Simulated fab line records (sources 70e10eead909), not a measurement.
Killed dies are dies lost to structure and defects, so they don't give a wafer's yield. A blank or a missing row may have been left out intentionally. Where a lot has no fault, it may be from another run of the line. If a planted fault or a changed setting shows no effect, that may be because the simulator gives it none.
What tool caused it? :: flow nand-harc :: Sampling: 13 lots, 39 wafers, 6 of 1159 route steps

== WHAT EACH GAUGE READ, for each wafer ==
NHARC_A_ONON_D1_THK_MEAS_02: measures by ellipsometry. Usual: thk-nm reads 1000 nm (standard deviation 9.6).
lot: L851
measured: day 8 05:10
on: film-metro-01
thk-nm (nm): 1007 1009 1007
flag: 

lot: L854
measured: day 8 05:07
on: film-metro-02
thk-nm (nm): 999 1000 1003
flag: 

lot: L855
measured: day 8 20:08
on: film-metro-02
thk-nm (nm): 990 991 989
flag: 

lot: L858
measured: day 9 09:49
on: film-metro-01
thk-nm (nm): 1002 1002 1002
flag: 

lot: L860
measured: day 9 13:17
on: film-metro-02
thk-nm (nm): 995 993 993
flag: 

lot: L864
measured: day 10 17:14
on: film-metro-02
thk-nm (nm): 1011 1010 1011
flag: 

lot: L861
measured: day 10 16:56
on: film-metro-02
thk-nm (nm): 993 991 992
flag: 

lot: L863
measured: day 10 16:53
on: film-metro-02
thk-nm (nm): 1002 1002 1001
flag: 

lot: L865
measured: day 11 12:50
on: film-metro-01
thk-nm (nm): 1010 1009 1009
flag: 

lot: L869
measured: day 12 02:54
on: film-metro-01
thk-nm (nm): 996 995 995
flag: 

lot: L870
measured: day 12 14:49
on: film-metro-02
thk-nm (nm): 992 990 991
flag: 

lot: L872
measured: day 13 08:46
on: film-metro-02
thk-nm (nm): 996 998 998
flag: 

lot: L873
measured: day 13 08:43
on: film-metro-02
thk-nm (nm): 1001 999 998
flag: 

NHARC_A_ONON_D1_THK_MEAS_14: measures by ellipsometry. Usual: thk-nm reads 1002 nm (standard deviation 9.5).
lot: L851
measured: day 8 07:28
on: film-metro-02
thk-nm (nm): 1012 1011 1009
flag: 

lot: L854
measured: day 8 07:23
on: film-metro-02
thk-nm (nm): 1002 1002 1001
flag: 

lot: L855
measured: day 8 22:23
on: film-metro-01
thk-nm (nm): 1006 1005 1005
flag: 

lot: L858
measured: day 9 12:07
on: film-metro-01
thk-nm (nm): 1003 1003 1003
flag: 

lot: L860
measured: day 9 15:34
on: film-metro-02
thk-nm (nm): 392 391 391
flag: OFF

lot: L864
measured: day 10 19:31
on: film-metro-01
thk-nm (nm): 1019 1017 1017
flag: 

lot: L861
measured: day 10 19:17
on: film-metro-01
thk-nm (nm): 380 381 379
flag: OFF

lot: L863
measured: day 10 19:09
on: film-metro-01
thk-nm (nm): 1006 1008 1009
flag: 

lot: L865
measured: day 11 15:08
on: film-metro-02
thk-nm (nm): 998 998 996
flag: 

lot: L869
measured: day 12 05:10
on: film-metro-02
thk-nm (nm): 1012 1014 1014
flag: 

lot: L870
measured: day 12 17:05
on: film-metro-01
thk-nm (nm): 1000 1000 1003
flag: 

lot: L872
measured: day 13 11:03
on: film-metro-01
thk-nm (nm): 998 998 998
flag: 

lot: L873
measured: day 13 11:00
on: film-metro-01
thk-nm (nm): 989 988 987
flag: 

NHARC_END_SORT_01. Usual: killed-at-array 28, standard deviation 10; killed-at-other 0.6, standard deviation 1.1; killed-at-periphery 3.6, standard deviation 2.6; killed-dies 32, standard deviation 10; killed-open 3.3, standard deviation 1.8; killed-short 1.9, standard deviation 1.4.
lot: L860
measured: day 21 13:19
on: prober-01
killed-at-array: 674 674 670
killed-at-other: 0 3 3
killed-at-periphery: 3 0 4
killed-dies: 677 677 677
killed-open: 3 6 3
killed-short: 1 2 4
flag: OFF

lot: L861
measured: day 23 06:19
on: prober-01
killed-at-array: 672 675 673
killed-at-other: 0 0 0
killed-at-periphery: 5 2 4
killed-dies: 677 677 677
killed-open: 3 4 1
killed-short: 2 4 0
flag: OFF

lot: L865
measured: day 22 19:11
on: prober-01
killed-at-array: 24 29 22
killed-at-other: 1 2 1
killed-at-periphery: 6 6 10
killed-dies: 31 37 33
killed-open: 2 4 5
killed-short: 3 1 1
flag: 

== WHICH TOOL RAN EACH LOT (tool, then ch and the chambers of the sampled wafers, then the start) ==
lot: L851
NHARC_P_BONDPAD_CMP_19: cmp-02 ch 0,1,3, day 7 04:49
NHARC_A_ONON_D1_DEP_12: pecvd-onon-04 ch 0, day 8 06:55
NHARC_A_CHANNEL_HOLE_D1_DEP_01: pecvd-02 ch 0,1,2, day 8 19:31

lot: L854
NHARC_P_BONDPAD_CMP_19: cmp-03 ch 0,2,3, day 7 06:35
NHARC_A_ONON_D1_DEP_12: pecvd-onon-02 ch 0, day 8 06:52
NHARC_A_CHANNEL_HOLE_D1_DEP_01: pecvd-03 ch 0,1,2, day 8 19:25

lot: L855
NHARC_P_BONDPAD_CMP_19: cmp-02 ch 0,1, day 7 18:27
NHARC_A_ONON_D1_DEP_12: pecvd-onon-01 ch 0, day 8 21:53
NHARC_A_CHANNEL_HOLE_D1_DEP_01: pecvd-02 ch 0,2, day 9 13:12

lot: L858
NHARC_P_BONDPAD_CMP_19: cmp-01 ch 0,1,2, day 8 10:56
NHARC_A_ONON_D1_DEP_12: pecvd-onon-02 ch 0, day 9 11:36
NHARC_A_CHANNEL_HOLE_D1_DEP_01: pecvd-04 ch 0,2, day 10 05:16

lot: L860
NHARC_P_BONDPAD_CMP_19: cmp-01 ch 0,1,3, day 8 15:44
NHARC_A_ONON_D1_DEP_12: pecvd-onon-02 ch 0, day 9 15:07
NHARC_A_CHANNEL_HOLE_D1_DEP_01: -

lot: L864
NHARC_P_BONDPAD_CMP_19: cmp-01 ch 1,3, day 9 16:46
NHARC_A_ONON_D1_DEP_12: pecvd-onon-04 ch 0, day 10 19:03
NHARC_A_CHANNEL_HOLE_D1_DEP_01: pecvd-04 ch 0,1, day 11 11:37

lot: L861
NHARC_P_BONDPAD_CMP_19: cmp-02 ch 1,2,3, day 9 17:20
NHARC_A_ONON_D1_DEP_12: pecvd-onon-02 ch 0, day 10 18:47
NHARC_A_CHANNEL_HOLE_D1_DEP_01: -

lot: L863
NHARC_P_BONDPAD_CMP_19: cmp-03 ch 0,2, day 9 19:40
NHARC_A_ONON_D1_DEP_12: pecvd-onon-04 ch 0, day 10 18:38
NHARC_A_CHANNEL_HOLE_D1_DEP_01: pecvd-04 ch 0,1, day 11 09:37

lot: L865
NHARC_P_BONDPAD_CMP_19: cmp-03 ch 0,1, day 10 11:35
NHARC_A_ONON_D1_DEP_12: pecvd-onon-01 ch 0, day 11 14:38
NHARC_A_CHANNEL_HOLE_D1_DEP_01: pecvd-02 ch 0,1,2, day 12 03:17

lot: L869
NHARC_P_BONDPAD_CMP_19: cmp-02 ch 0,1,3, day 11 02:34
NHARC_A_ONON_D1_DEP_12: pecvd-onon-04 ch 0, day 12 04:43
NHARC_A_CHANNEL_HOLE_D1_DEP_01: pecvd-04 ch 0,2, day 12 19:41

lot: L870
NHARC_P_BONDPAD_CMP_19: cmp-01 ch 1,3, day 11 15:26
NHARC_A_ONON_D1_DEP_12: pecvd-onon-01 ch 0, day 12 16:35
NHARC_A_CHANNEL_HOLE_D1_DEP_01: pecvd-02 ch 0,1, day 13 05:04

lot: L872
NHARC_P_BONDPAD_CMP_19: cmp-02 ch 0,1,2, day 12 08:28
NHARC_A_ONON_D1_DEP_12: pecvd-onon-01 ch 0, day 13 10:32
NHARC_A_CHANNEL_HOLE_D1_DEP_01: pecvd-02 ch 1,2, day 14 01:10

lot: L873
NHARC_P_BONDPAD_CMP_19: cmp-01 ch 2,3, day 12 09:01
NHARC_A_ONON_D1_DEP_12: pecvd-onon-04 ch 0, day 13 10:36
NHARC_A_CHANNEL_HOLE_D1_DEP_01: pecvd-03 ch 0,1, day 14 01:28
- NHARC_P_BONDPAD_CMP_19: polishes, t overpolish 30 s, cu recess touch 16 s, target thk 160.81 nm.
- NHARC_A_ONON_D1_DEP_12: target thk 1000 nm.
- NHARC_A_CHANNEL_HOLE_D1_DEP_01: deposits SiON, target thk 140 nm.

== AS READ BY THE TOOLS THEMSELVES (means over the sampled wafers that have a number; for cases with no such wafer, the mark the record gives instead) ==
NHARC_P_BONDPAD_CMP_19. Usual: motor-current-A 12.1 A, standard deviation 1.3; overpolish-run-s 29.999 s, standard deviation 0.0089.
lot: L851
tool: cmp-02
motor-current-A (A): 11.7
overpolish-run-s (s): 29.991
flag: 

lot: L854
tool: cmp-03
motor-current-A (A): 12.5
overpolish-run-s (s): 29.994
flag: 

lot: L855
tool: cmp-02
motor-current-A (A): 11.7
overpolish-run-s (s): 30.000
flag: 

lot: L858
tool: cmp-01
motor-current-A (A): 12.0
overpolish-run-s (s): 29.996
flag: 

lot: L860
tool: cmp-01
motor-current-A (A): 12.2
overpolish-run-s (s): 29.998
flag: 

lot: L864
tool: cmp-01
motor-current-A (A): 12.1
overpolish-run-s (s): 29.995
flag: 

lot: L861
tool: cmp-02
motor-current-A (A): 10.7
overpolish-run-s (s): 30.000
flag: 

lot: L863
tool: cmp-03
motor-current-A (A): 13.3
overpolish-run-s (s): 29.996
flag: 

lot: L865
tool: cmp-03
motor-current-A (A): 12.5
overpolish-run-s (s): 30.000
flag: 

lot: L869
tool: cmp-02
motor-current-A (A): 11.3
overpolish-run-s (s): 29.992
flag: 

lot: L870
tool: cmp-01
motor-current-A (A): 12.6
overpolish-run-s (s): 30.004
flag: 

lot: L872
tool: cmp-02
motor-current-A (A): 11.1
overpolish-run-s (s): 30.005
flag: 

lot: L873
tool: cmp-01
motor-current-A (A): 12.7
overpolish-run-s (s): 29.995
flag: 

NHARC_A_CHANNEL_HOLE_D1_DEP_01. Usual: chamber-pressure-Torr 3.500 Torr, standard deviation 0.0083; heater-power-w 792 W, standard deviation 130; rf-fwd-power-W 348.3 W, standard deviation 1.
lot: L851
tool: pecvd-02
chamber-pressure-Torr (Torr): 3.506
heater-power-w (W): 763
rf-fwd-power-W (W): 348.0
flag: 

lot: L854
tool: pecvd-03
chamber-pressure-Torr (Torr): 3.502
heater-power-w (W): 774
rf-fwd-power-W (W): 348.7
flag: 

lot: L855
tool: pecvd-02
chamber-pressure-Torr (Torr): 3.502
heater-power-w (W): 676
rf-fwd-power-W (W): 347.1
flag: 

lot: L858
tool: pecvd-04
chamber-pressure-Torr (Torr): 3.509
heater-power-w (W): 925
rf-fwd-power-W (W): 348.3
flag: 

lot: L864
tool: pecvd-04
chamber-pressure-Torr (Torr): 3.505
heater-power-w (W): 940
rf-fwd-power-W (W): 348.0
flag: 

lot: L863
tool: pecvd-04
chamber-pressure-Torr (Torr): 3.496
heater-power-w (W): 930
rf-fwd-power-W (W): 348.1
flag: 

lot: L865
tool: pecvd-02
chamber-pressure-Torr (Torr): 3.504
heater-power-w (W): 840
rf-fwd-power-W (W): 348.9
flag: 

lot: L869
tool: pecvd-04
chamber-pressure-Torr (Torr): 3.505
heater-power-w (W): 878
rf-fwd-power-W (W): 348.5
flag: 

lot: L870
tool: pecvd-02
chamber-pressure-Torr (Torr): 3.493
heater-power-w (W): 749
rf-fwd-power-W (W): 348.5
flag: 

lot: L872
tool: pecvd-02
chamber-pressure-Torr (Torr): 3.492
heater-power-w (W): 831
rf-fwd-power-W (W): 348.0
flag: 

lot: L873
tool: pecvd-03
chamber-pressure-Torr (Torr): 3.504
heater-power-w (W): 753
rf-fwd-power-W (W): 349.9
flag: 

== THE ANSWER, worked out from the rows above alone ==
Rule: a lot counts as off when the mean over its wafers that have a number is more than 3 standard deviations away from the usual mean. Also off: a lot with no number at a reading for which 4 or more lots have one. All remaining lots with rows at the step are treated as sound. The gauges are gone through in route order, then the tools' own readings, and for those a lot's mean is taken as printed above. The first step at which some lot is off is used, and at that step the reading that is off furthest; a lot without a number counts as furthest.
Off: L860, L861, at NHARC_A_ONON_D1_THK_MEAS_14 (thk-nm).
A tool fits if, at a process step before that reading, it ran every lot that is off, and no sound lot after the first of them. Not tried: the gauges at NHARC_A_ONON_D1_THK_MEAS_14; whatever is off there is also off at NHARC_END_SORT_01, on other tools, and gauge error can't account for it. One fits: NHARC_A_ONON_D1_DEP_12 on pecvd-onon-02. A fault onset in the window from L858 (day 9 11:36, its last sound lot) to L860 (day 9 15:07, its first lot off) fits.

== WHAT HAD BEEN PUT IN BY THE SIMULATOR ==
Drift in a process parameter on pecvd-onon-02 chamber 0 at NHARC_A_ONON_D1_DEP_12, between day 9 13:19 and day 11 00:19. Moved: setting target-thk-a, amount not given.
Shown lots that were struck: L860, L861. The rule above found the same.
